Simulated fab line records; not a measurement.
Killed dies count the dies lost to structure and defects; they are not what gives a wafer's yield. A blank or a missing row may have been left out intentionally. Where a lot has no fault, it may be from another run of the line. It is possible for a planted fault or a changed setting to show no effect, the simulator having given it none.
The tool behind it: which one?	flow nand_harc	11 lots (33 wafers sampled), 1 step of a 1159-step route

WHAT EACH GAUGE READ, for each wafer
NHARC_P_STI_OVL_MEAS_10.
lot	measured	on	overlay_x_nm (nm)
L075	day 2 17:02	overlay-02	-3 -3 -3
L077	day 3 06:25	overlay-01	5 5 5
L080	day 3 19:22	overlay-02	-1 -1 -1
L081	day 4 05:21	overlay-01	9 9 10
L083	day 4 16:53	overlay-02	4 4 4
L084	day 5 01:22	overlay-02	-3 -2 -3
L087	day 5 18:37	overlay-02	11 11 11
L089	day 6 06:37	overlay-02	5 5 5
L092	day 6 20:22	overlay-02	0 -1 0
L093	day 7 04:53	overlay-01	2 2 2
L096	day 8 00:24	overlay-01	-4 -4 -4

TOOL THAT RAN EACH LOT (tool first, then ch and the chambers of the sampled wafers, then the start)
There is no process step in the record ahead of these readings.

THE ANSWER, worked out from the rows above alone
Rule: the lots themselves supply what counts as usual. Put in order of their means at a reading, lots are off if they are a third of the lots or fewer, leave a main group of 4 or more, and stand apart from it by a gap of 3 or more times the standard deviation of the main group's means; of several such gaps the widest counts. If all means in a main group match to the digits the tables above print for the reading, that group is not used. A lot without any number at a reading at which 4 lots or more have one is off too. All remaining lots with rows at the step are treated as sound.
Nothing can be told from this: no lot is off at any reading shown.

WHAT HAD BEEN PUT IN BY THE SIMULATOR
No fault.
